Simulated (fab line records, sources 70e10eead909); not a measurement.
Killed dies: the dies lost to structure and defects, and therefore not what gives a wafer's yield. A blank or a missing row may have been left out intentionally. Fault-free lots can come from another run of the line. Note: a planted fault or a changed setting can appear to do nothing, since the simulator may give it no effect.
Which of the tools did it?	flow nand_harc	Sampling: 6 lots, 18 wafers, 2 of 1302 route steps

WHAT EACH GAUGE READ, for each wafer
NHARC_A_ONON_D2_THK_MEAS_27: measures by ellipsometry.
lot	measured	on	thk_nm (nm)
L442	day 13 16:51	film_metro-01	991 990 992
L449	day 17 02:47	film_metro-01	1425 1428 996
L454	day 19 07:38	film_metro-02	999 1000 1001
L455	day 19 13:08	film_metro-01	999 999 999
L460	day 21 08:38	film_metro-02	986 985 986
L462	day 22 07:03	film_metro-01	1010 1009 1009

TOOL THAT RAN EACH LOT (tool first, then ch and the chambers of the sampled wafers, then the start)
lot	NHARC_A_ONON_D2_DEP_25
L442	pecvd_onon-04 ch 0, day 13 16:23
L449	pecvd_onon-03 ch 0, day 17 02:16
L454	pecvd_onon-01 ch 0, day 19 07:10
L455	pecvd_onon-01 ch 0, day 19 12:41
L460	pecvd_onon-01 ch 0, day 21 08:11
L462	pecvd_onon-04 ch 0, day 22 06:32
- NHARC_A_ONON_D2_DEP_25: target thk 1000 nm.

THE ANSWER, worked out from the rows above alone
Rule: usual is defined by the lots themselves. Put in order of their means at a reading, lots are off if they are a third of the lots or fewer, leave a main group of 4 or more, and stand apart from it by a gap of 3 or more times the standard deviation of the main group's means; of several such gaps the widest counts. A main group whose means are all the same, to the digits that the tables above print for the reading, isn't used. Also off: a lot with no number at a reading for which 4 or more lots have one. The other lots that the step has rows for count as sound.
Off: L449, at NHARC_A_ONON_D2_THK_MEAS_27 (thk_nm). For the main group the mean is 997 nm and the standard deviation 8.1.
If a tool, at a process step before that reading, ran all the lots that are off and no sound lot after the first of them, it fits. The gauges at NHARC_A_ONON_D2_THK_MEAS_27 are tried like those tools. One fits: pecvd_onon-03 at NHARC_A_ONON_D2_DEP_25. It ran no sound lot before its first lot that is off in this sample, so the start can't be narrowed down.

WHAT THE SIMULATOR HAD PUT IN
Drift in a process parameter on pecvd_onon-03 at NHARC_A_ONON_D2_DEP_25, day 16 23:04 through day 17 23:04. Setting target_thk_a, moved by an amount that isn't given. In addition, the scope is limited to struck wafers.
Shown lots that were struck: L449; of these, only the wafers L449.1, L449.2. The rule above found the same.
